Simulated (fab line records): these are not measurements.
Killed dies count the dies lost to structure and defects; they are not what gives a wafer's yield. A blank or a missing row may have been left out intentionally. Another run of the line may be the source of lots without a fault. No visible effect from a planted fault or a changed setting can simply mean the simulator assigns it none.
Matching of chambers :: flow n5Finfet :: N5_MOL_CONTACT_COAG_ETCHBACK_134 on rieDiel-01: 4 sister chambers
The step etches SiO2 in CHF3, target depth 10 nm, time 6.7 s. 4 wafers are shown with their chamber, then 11 later ones without.

WAFERS PAIRED WITH THEIR CHAMBERS
wafer: L082.1
chamber: 0
throttleValvePct (%): 18.47

wafer: L083.3
chamber: 3
throttleValvePct (%): 18.69

wafer: L085.5
chamber: 2
throttleValvePct (%): 19.32

wafer: L089.2
chamber: 1
throttleValvePct (%): 18.97

WAFERS WITHOUT THEIR CHAMBER
wafer: L089.4
throttleValvePct (%): 18.52

wafer: L089.6
throttleValvePct (%): 18.98

wafer: L094.1
throttleValvePct (%): 18.53

wafer: L094.2
throttleValvePct (%): 18.73

wafer: L094.4
throttleValvePct (%): 18.98

wafer: L095.1
throttleValvePct (%): 18.53

wafer: L095.4
throttleValvePct (%): 18.97

wafer: L095.5
throttleValvePct (%): 19.00

wafer: L097.1
throttleValvePct (%): 18.55

wafer: L097.2
throttleValvePct (%): 18.75

wafer: L097.6
throttleValvePct (%): 18.53

WHICH CHAMBER EACH ONE RAN IN
wafer: L089.4
from the rows above: 0
in truth: 0

wafer: L089.6
from the rows above: 1
in truth: 1

wafer: L094.1
from the rows above: 0
in truth: 0

wafer: L094.2
from the rows above: 3
in truth: 3

wafer: L094.4
from the rows above: 1
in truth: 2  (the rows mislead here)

wafer: L095.1
from the rows above: 0
in truth: 0

wafer: L095.4
from the rows above: 1
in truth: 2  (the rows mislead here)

wafer: L095.5
from the rows above: 1
in truth: 1

wafer: L097.1
from the rows above: can't be placed: 0 or 3
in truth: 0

wafer: L097.2
from the rows above: 3
in truth: 3

wafer: L097.6
from the rows above: 0
in truth: 0
8 of 11 placed correctly. Not placeable from these rows: 1 (in 1, the candidates include the true chamber). Number placed wrongly: 2.
How it was worked out, from the rows above alone: a wafer's distance from a chamber is the root of the sum, over the readings, of the square of ((its reading less the chamber's mean) divided by the reading's scatter). The wafer belongs to the nearest chamber; if the next one is less than 2 further off, it can't be placed. For every chamber, the mean is computed from those of its wafers that are shown. The scatter (one wafer shown for each chamber): square how far every hidden wafer sits from the nearest shown wafer, average those squares and take the square root.
